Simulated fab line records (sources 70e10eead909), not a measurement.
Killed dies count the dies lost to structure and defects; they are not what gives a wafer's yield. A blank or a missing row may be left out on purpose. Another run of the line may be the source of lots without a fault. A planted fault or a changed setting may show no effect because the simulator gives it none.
Chamber matching + flow nand_harc + 3 sister chambers for NHARC_A_ONON_D2_DEP_33 on pecvd-02
The step deposits SiO2, target thk 200 nm. 3 wafers are shown with their chamber, then 7 later ones without.

== WAFERS WITH THEIR CHAMBER ==
| wafer  | chamber | throttle_valve_pct (%) |
|--------|---------|------------------------|
| L085.3 | 0       | 16.5                   |
| L089.1 | 1       | 15.5                   |
| L089.2 | 2       | 16.6                   |

== WAFERS WITHOUT THEIR CHAMBER ==
| wafer  | throttle_valve_pct (%) |
|--------|------------------------|
| L089.3 | 16.3                   |
| L091.3 | 16.6                   |
| L091.4 | 16.2                   |
| L091.6 | 16.5                   |
| L092.1 | 16.4                   |
| L092.3 | 16.0                   |
| L092.6 | 16.1                   |

== THE CHAMBER EACH PASSED THROUGH ==
| wafer  | from the rows above          | in truth |
|--------|------------------------------|----------|
| L089.3 | can't be placed: 0 or 2      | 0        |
| L091.3 | can't be placed: 2 or 0      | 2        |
| L091.4 | can't be placed: 0 or 2 or 1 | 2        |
| L091.6 | can't be placed: 0 or 2      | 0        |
| L092.1 | can't be placed: 0 or 2      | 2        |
| L092.3 | can't be placed: 0 or 1 or 2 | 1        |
| L092.6 | can't be placed: 0 or 2 or 1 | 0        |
0 of 7 placed correctly. Not placeable from these rows: 7 (in 7, the candidates include the true chamber). Wrongly placed: 0.
How it was worked out, from the rows above alone: a wafer's distance from a chamber is the root of the sum, over the readings, of the square of ((its reading less the chamber's mean) divided by the reading's scatter). The wafer belongs to the nearest chamber; if the next one is less than 2 further off, it can't be placed. A chamber's mean is the mean of its shown wafers. The scatter: root of mean squared gap, hidden wafer to nearest shown wafer, with one shown wafer a chamber.
